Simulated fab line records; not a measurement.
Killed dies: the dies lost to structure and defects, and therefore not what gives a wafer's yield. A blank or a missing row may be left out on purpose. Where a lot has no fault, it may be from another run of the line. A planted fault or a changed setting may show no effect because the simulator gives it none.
Matching of chambers    flow n5_finfet    N5_BEOL_M7_DEP_56 on pecvd-02: 3 sister chambers
The step deposits SiCN from 3MS/NH3, target thk 10 nm, time 17.5 s. 18 wafers are shown with their chamber, then 9 later ones without.

## WAFERS PAIRED WITH THEIR CHAMBERS
wafer   chamber  showerhead_plenum_p_Torr (Torr)  throttle_valve_pct (%)  rf_fwd_power_W (W)
L079.3  1        3.674                            9.5                     199.7
L079.4  0        3.666                            9.5                     197.0
L079.5  1        3.661                            9.2                     199.7
L080.2  2        3.685                            8.7                     200.2
L080.3  1        3.664                            9.0                     199.1
L080.4  2        3.680                            8.4                     199.6
L083.2  1        3.669                            9.2                     199.3
L083.3  0        3.657                            9.4                     197.7
L083.4  0        3.655                            9.0                     199.0
L086.1  0        3.658                            9.1                     198.6
L086.3  1        3.666                            9.4                     198.7
L086.4  1        3.669                            9.3                     199.1
L084.1  1        3.678                            9.1                     199.3
L084.2  0        3.660                            9.3                     198.3
L084.4  2        3.682                            8.6                     200.6
L090.1  1        3.674                            9.1                     199.3
L090.4  2        3.682                            8.5                     200.8
L090.6  1        3.685                            9.3                     199.2

SIGNATURES, as means of the wafers listed above
reading                   chamber 0  chamber 1  chamber 2  scatter within a chamber
showerhead_plenum_p_Torr  3.65920    3.67111    3.68225    0.00594
throttle_valve_pct        9.260      9.233      8.550      0.168
rf_fwd_power_W            198.120    199.267    200.300    0.521
Rule: for a wafer and a chamber, the distance is found by dividing, reading by reading, the gap between the wafer's reading and the chamber's mean by the reading's scatter, squaring, summing and taking the root. If the next closest chamber is less than 2 further off than the closest, the wafer can't be placed; otherwise it belongs to the closest. The scatter: the root of (the sum of the squares of (reading less its chamber's mean) over the shown wafers, divided by (wafers less chambers)).

## WAFERS MISSING THEIR CHAMBER
wafer   showerhead_plenum_p_Torr (Torr)  throttle_valve_pct (%)  rf_fwd_power_W (W)
L092.2  3.679                            9.2                     198.7
L092.4  3.674                            9.1                     198.5
L092.5  3.658                            9.4                     197.9
L093.2  3.655                            9.2                     198.6
L093.3  3.683                            8.7                     199.3
L093.4  3.667                            9.0                     198.7
L081.1  3.667                            9.3                     200.9
L081.4  3.661                            9.2                     199.1
L081.5  3.671                            9.3                     199.8

## CHAMBER TAKEN BY EACH
wafer   from the rows above      in truth
L092.2  can't be placed: 1 or 0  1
L092.4  can't be placed: 1 or 0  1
L092.5  0                        0
L093.2  can't be placed: 0 or 1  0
L093.3  can't be placed: 2 or 1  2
L093.4  can't be placed: 1 or 0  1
L081.1  1                        1
L081.4  can't be placed: 1 or 0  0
L081.5  1                        1
Correct placement for 3 of the 9. Not placeable from these rows: 6 (in 6, the candidates include the true chamber). Number placed wrongly: 0.
